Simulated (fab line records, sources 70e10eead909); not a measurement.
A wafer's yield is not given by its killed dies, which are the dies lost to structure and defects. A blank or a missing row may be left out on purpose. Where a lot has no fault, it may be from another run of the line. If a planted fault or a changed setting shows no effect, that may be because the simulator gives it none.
Which of the tools did it? || flow nand harc || 72 wafers from 24 lots sampled at 3 of the route's 1302 steps

## WHAT THE GAUGES READ, wafer by wafer
NHARC_A_DECK1_JOINT_INSPECT_05. Usual: raw defect count 269, standard deviation 89.
{"lot": "L074", "measured": "day 12 06:00", "on": "defect inspect-01", "raw defect count": "361 306 269", "flag": ""}
{"lot": "L075", "measured": "day 13 10:38", "on": "defect inspect-01", "raw defect count": "374 251 314", "flag": ""}
{"lot": "L077", "measured": "day 13 10:45", "on": "defect inspect-01", "raw defect count": "161 356 267", "flag": ""}
{"lot": "L076", "measured": "day 13 10:28", "on": "defect inspect-02", "raw defect count": "291 316 309", "flag": ""}
{"lot": "L078", "measured": "day 14 04:32", "on": "defect inspect-01", "raw defect count": "232 393 277", "flag": ""}
{"lot": "L079", "measured": "day 14 04:32", "on": "defect inspect-02", "raw defect count": "275 286 317", "flag": ""}
{"lot": "L080", "measured": "day 14 17:10", "on": "defect inspect-02", "raw defect count": "183 177 124", "flag": ""}
{"lot": "L081", "measured": "day 15 00:06", "on": "defect inspect-02", "raw defect count": "341 339 237", "flag": ""}
{"lot": "L082", "measured": "day 16 03:45", "on": "defect inspect-01", "raw defect count": "170 240 162", "flag": ""}
{"lot": "L083", "measured": "day 16 03:44", "on": "defect inspect-02", "raw defect count": "247 261 263", "flag": ""}
{"lot": "L085", "measured": "day 17 05:25", "on": "defect inspect-01", "raw defect count": "218 192 211", "flag": ""}
{"lot": "L084", "measured": "day 17 05:23", "on": "defect inspect-02", "raw defect count": "184 204 269", "flag": ""}
{"lot": "L086", "measured": "day 18 04:29", "on": "defect inspect-01", "raw defect count": "242 288 383", "flag": ""}
{"lot": "L088", "measured": "day 18 04:30", "on": "defect inspect-02", "raw defect count": "166 246 158", "flag": ""}
{"lot": "L089", "measured": "day 18 15:47", "on": "defect inspect-01", "raw defect count": "339 259 232", "flag": ""}
{"lot": "L087", "measured": "day 19 01:57", "on": "defect inspect-01", "raw defect count": "247 249 247", "flag": ""}
{"lot": "L091", "measured": "day 19 14:22", "on": "defect inspect-01", "raw defect count": "508 468 541", "flag": ""}
{"lot": "L090", "measured": "day 19 14:22", "on": "defect inspect-02", "raw defect count": "168 271 274", "flag": ""}
{"lot": "L092", "measured": "day 20 07:26", "on": "defect inspect-01", "raw defect count": "228 198 212", "flag": ""}
{"lot": "L093", "measured": "day 21 07:01", "on": "defect inspect-01", "raw defect count": "280 338 461", "flag": ""}
{"lot": "L094", "measured": "day 21 07:01", "on": "defect inspect-02", "raw defect count": "273 137 152", "flag": ""}
{"lot": "L095", "measured": "day 21 12:27", "on": "defect inspect-01", "raw defect count": "168 117 433", "flag": ""}
{"lot": "L096", "measured": "day 21 12:26", "on": "defect inspect-01", "raw defect count": "165 178 176", "flag": ""}
{"lot": "L097", "measured": "day 22 00:21", "on": "defect inspect-01", "raw defect count": "299 380 202", "flag": ""}

## WHICH TOOL RAN EACH LOT (tool, then ch and the chambers of the sampled wafers, then the start)
{"lot": "L074", "NHARC_A_CHANNEL_HOLE_D1_ETCH_25": "har etch-02 ch 0,1, day 8 16:39", "NHARC_A_CHANNEL_FILL_D1_ALD_02": "ald hk-04 ch 0,2,3, day 8 20:10"}
{"lot": "L075", "NHARC_A_CHANNEL_HOLE_D1_ETCH_25": "har etch-02 ch 0,1, day 9 16:37", "NHARC_A_CHANNEL_FILL_D1_ALD_02": "ald hk-04 ch 0,1,3, day 9 19:20"}
{"lot": "L077", "NHARC_A_CHANNEL_HOLE_D1_ETCH_25": "har etch-01 ch 0,1, day 9 20:25", "NHARC_A_CHANNEL_FILL_D1_ALD_02": "ald hk-04 ch 0,1,2, day 9 23:35"}
{"lot": "L076", "NHARC_A_CHANNEL_HOLE_D1_ETCH_25": "har etch-02 ch 0,1, day 9 20:29", "NHARC_A_CHANNEL_FILL_D1_ALD_02": "ald hk-01 ch 0,1,2, day 9 23:32"}
{"lot": "L078", "NHARC_A_CHANNEL_HOLE_D1_ETCH_25": "har etch-02 ch 0,1, day 10 15:57", "NHARC_A_CHANNEL_FILL_D1_ALD_02": "ald hk-01 ch 1,2,3, day 10 19:01"}
{"lot": "L079", "NHARC_A_CHANNEL_HOLE_D1_ETCH_25": "har etch-01 ch 1, day 10 16:07", "NHARC_A_CHANNEL_FILL_D1_ALD_02": "ald hk-04 ch 0,1, day 10 19:08"}
{"lot": "L080", "NHARC_A_CHANNEL_HOLE_D1_ETCH_25": "har etch-01 ch 0,1, day 11 05:48", "NHARC_A_CHANNEL_FILL_D1_ALD_02": "ald hk-04 ch 0,1,2, day 11 08:40"}
{"lot": "L081", "NHARC_A_CHANNEL_HOLE_D1_ETCH_25": "har etch-01 ch 0,1, day 11 12:16", "NHARC_A_CHANNEL_FILL_D1_ALD_02": "ald hk-03 ch 0,1,3, day 11 15:20"}
{"lot": "L082", "NHARC_A_CHANNEL_HOLE_D1_ETCH_25": "har etch-01 ch 0,1, day 12 08:26", "NHARC_A_CHANNEL_FILL_D1_ALD_02": "ald hk-04 ch 1,2,3, day 12 11:35"}
{"lot": "L083", "NHARC_A_CHANNEL_HOLE_D1_ETCH_25": "har etch-02 ch 0,1, day 12 09:12", "NHARC_A_CHANNEL_FILL_D1_ALD_02": "ald hk-04 ch 0,1,2, day 12 12:20"}
{"lot": "L085", "NHARC_A_CHANNEL_HOLE_D1_ETCH_25": "har etch-02 ch 0,1, day 13 06:11", "NHARC_A_CHANNEL_FILL_D1_ALD_02": "ald hk-04 ch 0,1,3, day 13 09:12"}
{"lot": "L084", "NHARC_A_CHANNEL_HOLE_D1_ETCH_25": "har etch-01 ch 0,1, day 13 10:35", "NHARC_A_CHANNEL_FILL_D1_ALD_02": "ald hk-03 ch 0,1,3, day 13 13:41"}
{"lot": "L086", "NHARC_A_CHANNEL_HOLE_D1_ETCH_25": "har etch-02 ch 0, day 14 18:28", "NHARC_A_CHANNEL_FILL_D1_ALD_02": "ald hk-03 ch 0,1,3, day 14 21:46"}
{"lot": "L088", "NHARC_A_CHANNEL_HOLE_D1_ETCH_25": "har etch-01 ch 0,1, day 14 18:33", "NHARC_A_CHANNEL_FILL_D1_ALD_02": "ald hk-01 ch 1,2,3, day 14 21:35"}
{"lot": "L089", "NHARC_A_CHANNEL_HOLE_D1_ETCH_25": "har etch-01 ch 0,1, day 14 22:43", "NHARC_A_CHANNEL_FILL_D1_ALD_02": "ald hk-03 ch 1,2, day 15 01:38"}
{"lot": "L087", "NHARC_A_CHANNEL_HOLE_D1_ETCH_25": "har etch-02 ch 0,1, day 15 06:38", "NHARC_A_CHANNEL_FILL_D1_ALD_02": "ald hk-01 ch 0,2,3, day 15 09:39"}
{"lot": "L091", "NHARC_A_CHANNEL_HOLE_D1_ETCH_25": "har etch-02 ch 0,1, day 15 16:49", "NHARC_A_CHANNEL_FILL_D1_ALD_02": "ald hk-04 ch 0,2,3, day 15 20:04"}
{"lot": "L090", "NHARC_A_CHANNEL_HOLE_D1_ETCH_25": "har etch-01 ch 0,1, day 15 17:58", "NHARC_A_CHANNEL_FILL_D1_ALD_02": "ald hk-03 ch 1,2,3, day 15 20:58"}
{"lot": "L092", "NHARC_A_CHANNEL_HOLE_D1_ETCH_25": "har etch-01 ch 0,1, day 16 17:05", "NHARC_A_CHANNEL_FILL_D1_ALD_02": "ald hk-01 ch 1,2, day 16 19:48"}
{"lot": "L093", "NHARC_A_CHANNEL_HOLE_D1_ETCH_25": "har etch-02 ch 0,1, day 17 13:02", "NHARC_A_CHANNEL_FILL_D1_ALD_02": "ald hk-03 ch 0,1,2, day 17 16:31"}
{"lot": "L094", "NHARC_A_CHANNEL_HOLE_D1_ETCH_25": "har etch-01 ch 0,1, day 17 16:22", "NHARC_A_CHANNEL_FILL_D1_ALD_02": "ald hk-04 ch 0,1,2, day 17 19:30"}
{"lot": "L095", "NHARC_A_CHANNEL_HOLE_D1_ETCH_25": "har etch-01 ch 0,1, day 17 20:32", "NHARC_A_CHANNEL_FILL_D1_ALD_02": "ald hk-04 ch 0,2,3, day 17 23:58"}
{"lot": "L096", "NHARC_A_CHANNEL_HOLE_D1_ETCH_25": "har etch-02 ch 0,1, day 17 21:55", "NHARC_A_CHANNEL_FILL_D1_ALD_02": "ald hk-01 ch 0,1,2, day 18 00:57"}
{"lot": "L097", "NHARC_A_CHANNEL_HOLE_D1_ETCH_25": "har etch-01 ch 0,1, day 18 06:44", "NHARC_A_CHANNEL_FILL_D1_ALD_02": "ald hk-03 ch 1,2, day 18 09:35"}
- NHARC_A_CHANNEL_HOLE_D1_ETCH_25: etches the open film in C4F8/O2/Ar, time 1040.2 s, target depth 1500 nm.
- NHARC_A_CHANNEL_FILL_D1_ALD_02: deposits SiO2, target thk 6 nm, pulse time 10 s, ald cycles 60.

## WHAT THE TOOLS THEMSELVES READ (means of the sampled wafers that have a number; where no wafer has one, the mark that the record gives instead)
NHARC_A_CHANNEL_HOLE_D1_ETCH_25. Usual: c4f8 flow sccm 93.8 sccm, standard deviation 0.32; drypump motor current A 5.7 A, standard deviation 0.54; he backside leak sccm 6.4 sccm, standard deviation 0.82; showerhead plenum p Torr 3.66 Torr, standard deviation 0.045; throttle valve pct 32.235 %, standard deviation 0.0087.
{"lot": "L074", "tool": "har etch-02", "c4f8 flow sccm (sccm)": 93.7, "drypump motor current A (A)": 5.9, "he backside leak sccm (sccm)": 6.6, "showerhead plenum p Torr (Torr)": 3.74, "throttle valve pct (%)": 32.246, "flag": ""}
{"lot": "L075", "tool": "har etch-02", "c4f8 flow sccm (sccm)": 93.6, "drypump motor current A (A)": 5.5, "he backside leak sccm (sccm)": 7.2, "showerhead plenum p Torr (Torr)": 3.71, "throttle valve pct (%)": 32.236, "flag": ""}
{"lot": "L077", "tool": "har etch-01", "c4f8 flow sccm (sccm)": 93.9, "drypump motor current A (A)": 5.5, "he backside leak sccm (sccm)": 5.6, "showerhead plenum p Torr (Torr)": 3.67, "throttle valve pct (%)": 32.239, "flag": ""}
{"lot": "L076", "tool": "har etch-02", "c4f8 flow sccm (sccm)": 93.9, "drypump motor current A (A)": 5.9, "he backside leak sccm (sccm)": 6.8, "showerhead plenum p Torr (Torr)": 3.74, "throttle valve pct (%)": 32.233, "flag": ""}
{"lot": "L078", "tool": "har etch-02", "c4f8 flow sccm (sccm)": 93.7, "drypump motor current A (A)": 5.5, "he backside leak sccm (sccm)": 7.1, "showerhead plenum p Torr (Torr)": 3.70, "throttle valve pct (%)": 32.243, "flag": ""}
{"lot": "L079", "tool": "har etch-01", "c4f8 flow sccm (sccm)": 93.1, "drypump motor current A (A)": 5.1, "he backside leak sccm (sccm)": 5.8, "showerhead plenum p Torr (Torr)": 3.67, "throttle valve pct (%)": 32.231, "flag": ""}
{"lot": "L080", "tool": "har etch-01", "c4f8 flow sccm (sccm)": 93.5, "drypump motor current A (A)": 5.5, "he backside leak sccm (sccm)": 5.7, "showerhead plenum p Torr (Torr)": 3.66, "throttle valve pct (%)": 32.228, "flag": ""}
{"lot": "L081", "tool": "har etch-01", "c4f8 flow sccm (sccm)": 94.0, "drypump motor current A (A)": 5.5, "he backside leak sccm (sccm)": 5.9, "showerhead plenum p Torr (Torr)": 3.66, "throttle valve pct (%)": 32.238, "flag": ""}
{"lot": "L082", "tool": "har etch-01", "c4f8 flow sccm (sccm)": 93.8, "drypump motor current A (A)": 5.8, "he backside leak sccm (sccm)": 5.9, "showerhead plenum p Torr (Torr)": 3.65, "throttle valve pct (%)": 32.234, "flag": ""}
{"lot": "L083", "tool": "har etch-02", "c4f8 flow sccm (sccm)": 94.0, "drypump motor current A (A)": 5.5, "he backside leak sccm (sccm)": 7.1, "showerhead plenum p Torr (Torr)": 3.69, "throttle valve pct (%)": 32.240, "flag": ""}
{"lot": "L085", "tool": "har etch-02", "c4f8 flow sccm (sccm)": 93.7, "drypump motor current A (A)": 5.5, "he backside leak sccm (sccm)": 6.9, "showerhead plenum p Torr (Torr)": 3.68, "throttle valve pct (%)": 32.230, "flag": ""}
{"lot": "L084", "tool": "har etch-01", "c4f8 flow sccm (sccm)": 94.1, "drypump motor current A (A)": 5.4, "he backside leak sccm (sccm)": 5.8, "showerhead plenum p Torr (Torr)": 3.64, "throttle valve pct (%)": 32.235, "flag": ""}
{"lot": "L086", "tool": "har etch-02", "c4f8 flow sccm (sccm)": 93.6, "drypump motor current A (A)": 6.3, "he backside leak sccm (sccm)": 7.2, "showerhead plenum p Torr (Torr)": 3.72, "throttle valve pct (%)": 32.235, "flag": ""}
{"lot": "L088", "tool": "har etch-01", "c4f8 flow sccm (sccm)": 93.8, "drypump motor current A (A)": 5.5, "he backside leak sccm (sccm)": 6.1, "showerhead plenum p Torr (Torr)": 3.64, "throttle valve pct (%)": 32.226, "flag": ""}
{"lot": "L089", "tool": "har etch-01", "c4f8 flow sccm (sccm)": 93.8, "drypump motor current A (A)": 5.8, "he backside leak sccm (sccm)": 5.9, "showerhead plenum p Torr (Torr)": 3.63, "throttle valve pct (%)": 32.235, "flag": ""}
{"lot": "L087", "tool": "har etch-02", "c4f8 flow sccm (sccm)": 93.4, "drypump motor current A (A)": 5.9, "he backside leak sccm (sccm)": 7.0, "showerhead plenum p Torr (Torr)": 3.69, "throttle valve pct (%)": 32.238, "flag": ""}
{"lot": "L091", "tool": "har etch-02", "c4f8 flow sccm (sccm)": 94.1, "drypump motor current A (A)": 5.5, "he backside leak sccm (sccm)": 7.2, "showerhead plenum p Torr (Torr)": 3.66, "throttle valve pct (%)": 32.245, "flag": ""}
{"lot": "L090", "tool": "har etch-01", "c4f8 flow sccm (sccm)": 93.6, "drypump motor current A (A)": 5.4, "he backside leak sccm (sccm)": 5.8, "showerhead plenum p Torr (Torr)": 3.62, "throttle valve pct (%)": 32.237, "flag": ""}
{"lot": "L092", "tool": "har etch-01", "c4f8 flow sccm (sccm)": 94.0, "drypump motor current A (A)": 5.8, "he backside leak sccm (sccm)": 6.2, "showerhead plenum p Torr (Torr)": 3.62, "throttle valve pct (%)": 32.241, "flag": ""}
{"lot": "L093", "tool": "har etch-02", "c4f8 flow sccm (sccm)": 93.6, "drypump motor current A (A)": 5.5, "he backside leak sccm (sccm)": 5.8, "showerhead plenum p Torr (Torr)": 3.66, "throttle valve pct (%)": 32.234, "flag": ""}
{"lot": "L094", "tool": "har etch-01", "c4f8 flow sccm (sccm)": 93.9, "drypump motor current A (A)": 5.9, "he backside leak sccm (sccm)": 6.2, "showerhead plenum p Torr (Torr)": 3.61, "throttle valve pct (%)": 32.234, "flag": ""}
{"lot": "L095", "tool": "har etch-01", "c4f8 flow sccm (sccm)": 94.0, "drypump motor current A (A)": 5.8, "he backside leak sccm (sccm)": 6.1, "showerhead plenum p Torr (Torr)": 3.61, "throttle valve pct (%)": 32.245, "flag": ""}
{"lot": "L096", "tool": "har etch-02", "c4f8 flow sccm (sccm)": 93.8, "drypump motor current A (A)": 5.9, "he backside leak sccm (sccm)": 6.0, "showerhead plenum p Torr (Torr)": 3.68, "throttle valve pct (%)": 32.236, "flag": ""}
{"lot": "L097", "tool": "har etch-01", "c4f8 flow sccm (sccm)": 93.4, "drypump motor current A (A)": 5.5, "he backside leak sccm (sccm)": 6.2, "showerhead plenum p Torr (Torr)": 3.61, "throttle valve pct (%)": 32.242, "flag": ""}

NHARC_A_CHANNEL_FILL_D1_ALD_02. Usual: heater power w 475 W, standard deviation 53; precursor pulse height rel 1.000, standard deviation 0.019.
{"lot": "L074", "tool": "ald hk-04", "heater power w (W)": 488, "precursor pulse height rel": 0.973, "flag": ""}
{"lot": "L075", "tool": "ald hk-04", "heater power w (W)": 447, "precursor pulse height rel": 0.991, "flag": ""}
{"lot": "L077", "tool": "ald hk-04", "heater power w (W)": 453, "precursor pulse height rel": 0.994, "flag": ""}
{"lot": "L076", "tool": "ald hk-01", "heater power w (W)": 460, "precursor pulse height rel": 1.010, "flag": ""}
{"lot": "L078", "tool": "ald hk-01", "heater power w (W)": 495, "precursor pulse height rel": 0.991, "flag": ""}
{"lot": "L079", "tool": "ald hk-04", "heater power w (W)": 416, "precursor pulse height rel": 1.012, "flag": ""}
{"lot": "L080", "tool": "ald hk-04", "heater power w (W)": 444, "precursor pulse height rel": 1.001, "flag": ""}
{"lot": "L081", "tool": "ald hk-03", "heater power w (W)": 465, "precursor pulse height rel": 1.000, "flag": ""}
{"lot": "L082", "tool": "ald hk-04", "heater power w (W)": 466, "precursor pulse height rel": 1.002, "flag": ""}
{"lot": "L083", "tool": "ald hk-04", "heater power w (W)": 428, "precursor pulse height rel": 1.000, "flag": ""}
{"lot": "L085", "tool": "ald hk-04", "heater power w (W)": 456, "precursor pulse height rel": 1.000, "flag": ""}
{"lot": "L084", "tool": "ald hk-03", "heater power w (W)": 478, "precursor pulse height rel": 1.021, "flag": ""}
{"lot": "L086", "tool": "ald hk-03", "heater power w (W)": 477, "precursor pulse height rel": 0.989, "flag": ""}
{"lot": "L088", "tool": "ald hk-01", "heater power w (W)": 477, "precursor pulse height rel": 0.994, "flag": ""}
{"lot": "L089", "tool": "ald hk-03", "heater power w (W)": 545, "precursor pulse height rel": 1.009, "flag": ""}
{"lot": "L087", "tool": "ald hk-01", "heater power w (W)": 477, "precursor pulse height rel": 0.997, "flag": ""}
{"lot": "L091", "tool": "ald hk-04", "heater power w (W)": 481, "precursor pulse height rel": 0.991, "flag": ""}
{"lot": "L090", "tool": "ald hk-03", "heater power w (W)": 510, "precursor pulse height rel": 1.000, "flag": ""}
{"lot": "L092", "tool": "ald hk-01", "heater power w (W)": 445, "precursor pulse height rel": 0.986, "flag": ""}
{"lot": "L093", "tool": "ald hk-03", "heater power w (W)": 513, "precursor pulse height rel": 1.009, "flag": ""}
{"lot": "L094", "tool": "ald hk-04", "heater power w (W)": 429, "precursor pulse height rel": 1.007, "flag": ""}
{"lot": "L095", "tool": "ald hk-04", "heater power w (W)": 483, "precursor pulse height rel": 0.996, "flag": ""}
{"lot": "L096", "tool": "ald hk-01", "heater power w (W)": 448, "precursor pulse height rel": 0.989, "flag": ""}
{"lot": "L097", "tool": "ald hk-03", "heater power w (W)": 529, "precursor pulse height rel": 1.020, "flag": ""}

## THE ANSWER, worked out from the rows above alone
Rule: a lot counts as off when the mean over its wafers that have a number is more than 3 standard deviations away from the usual mean. Also off: a lot with no number at a reading for which 4 or more lots have one. Any other lot the step has rows for is counted as sound. After the gauges, taken in route order, come the tools' own readings; for these a lot's mean is taken, as printed above. At the first step where some lot is off, the reading lying furthest off is the one used; lots without a number count as furthest.
None of the lots is off at any reading shown; this tells nothing.

## WHAT THE SIMULATOR HAD PUT IN
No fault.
